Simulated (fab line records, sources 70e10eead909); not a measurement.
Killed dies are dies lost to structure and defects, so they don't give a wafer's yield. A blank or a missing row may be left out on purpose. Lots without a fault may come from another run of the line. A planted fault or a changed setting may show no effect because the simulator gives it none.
Which tool did it? | flow nand_harc | 12 lots, 36 wafers sampled, at 2 steps of a route of 1159

WHAT THE GAUGES READ, wafer by wafer
NHARC_P_CONTACT_CD_MEAS_19.
lot  | measured     | on        | cd_nm (nm)
L075 | day 5 21:05  | cd_sem-02 | 90.6 90.8 88.7
L078 | day 6 10:31  | cd_sem-02 | 92.3 88.4 90.5
L079 | day 7 04:18  | cd_sem-03 | 93.1 88.4 91.3
L082 | day 7 11:23  | cd_sem-03 | 90.3 90.1 88.6
L083 | day 7 19:05  | cd_sem-02 | 89.9 87.1 87.5
L085 | day 8 21:14  | cd_sem-03 | 91.2 84.8 90.5
L086 | day 8 21:56  | cd_sem-01 | 85.8 88.4 89.8
L089 | day 9 07:39  | cd_sem-01 | 89.2 88.9 90.7
L091 | day 9 23:17  | cd_sem-03 | 87.3 90.5 88.7
L093 | day 10 08:55 | cd_sem-01 | 88.8 89.5 88.9
L095 | day 10 19:46 | cd_sem-02 | 90.8 90.5 81.6
L097 | day 11 10:46 | cd_sem-01 | 94.1 90.1 89.5

WHICH TOOL RAN EACH LOT (tool, then ch and the chambers of the sampled wafers, then the start)
lot  | NHARC_P_GATE_RTA_64
L075 | rtp_anneal-02 ch 0, day 5 16:59
L078 | rtp_anneal-02 ch 0, day 6 06:24
L079 | rtp_anneal-02 ch 0, day 6 23:54
L082 | rtp_anneal-02 ch 0, day 7 07:01
L083 | rtp_anneal-02 ch 0, day 7 14:41
L085 | rtp_anneal-01 ch 0, day 8 17:11
L086 | rtp_anneal-01 ch 0, day 8 18:00
L089 | rtp_anneal-01 ch 0, day 9 03:28
L091 | rtp_anneal-01 ch 0, day 9 19:20
L093 | rtp_anneal-01 ch 0, day 10 04:59
L095 | rtp_anneal-01 ch 0, day 10 15:56
L097 | rtp_anneal-01 ch 0, day 11 06:38
- NHARC_P_GATE_RTA_64: time 1 s.

THE ANSWER, worked out from the rows above alone
Rule: what is usual is taken from the lots themselves. Put in order of their means at a reading, lots are off if they are a third of the lots or fewer, leave a main group of 4 or more, and stand apart from it by a gap of 3 or more times the standard deviation of the main group's means; of several such gaps the widest counts. A main group whose means are all the same, to the digits that the tables above print for the reading, isn't used. A lot without any number at a reading at which 4 lots or more have one is off too. The other lots that the step has rows for count as sound.
No lot is off at any reading shown: from this, nothing can be told.

WHAT THE SIMULATOR HAD PUT IN
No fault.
